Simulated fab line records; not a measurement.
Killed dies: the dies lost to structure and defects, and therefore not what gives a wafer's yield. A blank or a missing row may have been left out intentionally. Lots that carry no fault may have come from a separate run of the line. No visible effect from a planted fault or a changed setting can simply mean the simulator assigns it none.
The same fault as seen by 2 desks :: flow nandHarc :: every desk sees just its own numbers, and what lay behind them comes last

## THE TOOL OWNER'S DESK: lithoTrack-06
At NHARC_P_CONTACT_SOFTBAKE_07 (time 55 s), the tool's own readings, given per lot that ran on this tool as the mean of the sampled wafers with a number. The brackets show how far a lot's mean lies from the usual mean; more than 4 standard deviations puts the lot out of limits, marked OUT.
Columns: A = heaterPowerTotalW at NHARC_P_CONTACT_SOFTBAKE_07, usual 188.45 W; B = resistLineTempC at NHARC_P_CONTACT_SOFTBAKE_07, usual 23.01 C
lot: L486
first seen here: day 6 09:00
A: 188.46
B: 23.01

lot: L488
first seen here: day 6 23:00
A: 188.47
B: 23.02

lot: L489
first seen here: day 7 13:00
A: 188.56
B: 23.12

lot: L491
first seen here: day 8 09:00
A: 233.36 (+99 or more) OUT
B: 23.05

lot: L494
first seen here: day 9 16:00
A: 233.45 (+99 or more) OUT
B: 22.98

lot: L502
first seen here: day 12 23:00
A: 188.44
B: 22.93

lot: L504
first seen here: day 14 00:00
A: 188.54
B: 23.02

lot: L506
first seen here: day 14 12:00
A: 188.52
B: 23.04

lot: L507
first seen here: day 14 23:00
A: 188.33
B: 22.92

lot: L508
first seen here: day 15 08:00
A: 188.37
B: 23.04
This desk's verdict: out of limits on L491, L494, starting with L491 at day 8 09:00 (heaterPowerTotalW at NHARC_P_CONTACT_SOFTBAKE_07). In limits: L486, L488, L489, L502, L504, L506, L507, L508.

## THE METROLOGY DESK
What the gauges read for every lot (on any tool): the sampled wafers with a number, averaged. The brackets show how far a lot's mean lies from the usual mean; more than 4 standard deviations puts the lot out of limits, marked OUT.
Columns: A = cdNm at NHARC_P_CONTACT_CD_MEAS_19, usual 89.4 nm
lot: L486
first seen here: day 6 11:39
A: 88.3

lot: L488
first seen here: day 7 01:13
A: 89.2

lot: L489
first seen here: day 7 15:25
A: 88.6

lot: L491
first seen here: day 8 10:48
A: 90.1

lot: L492
first seen here: day 8 19:23
A: 89.8

lot: L493
first seen here: day 9 03:47
A: 90.0

lot: L494
first seen here: day 9 18:08
A: 90.1

lot: L497
first seen here: day 10 18:01
A: 90.3

lot: L502
first seen here: day 13 01:18
A: 89.3

lot: L505
first seen here: day 14 02:12
A: 90.1

lot: L504
first seen here: day 14 02:26
A: 88.0

lot: L506
first seen here: day 14 13:47
A: 89.7

lot: L507
first seen here: day 15 00:51
A: 89.7

lot: L508
first seen here: day 15 09:29
A: 90.6
This desk's verdict: no lot among the 14 shows anything out of limits.

## TAKEN TOGETHER
On L491, L494, at day 8 09:00, an alarm was possible from the tool owner's desk.
At the metrology desk, nothing out of limits was observed.
The metrology desk holds a record of L491, L494, inside its limits.
NHARC_P_CONTACT_SOFTBAKE_07 was run on lithoTrack-06 by each of the lots named.

## WHAT THE SIMULATOR HAD PUT IN
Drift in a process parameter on lithoTrack-06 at NHARC_P_CONTACT_SOFTBAKE_07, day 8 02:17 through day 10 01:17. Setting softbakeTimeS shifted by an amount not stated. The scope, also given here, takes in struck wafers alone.
Shown lots that were struck: L491, L494.
Each desk's first reading out of limits, in hours after the fault started: the tool owner's desk, 7.
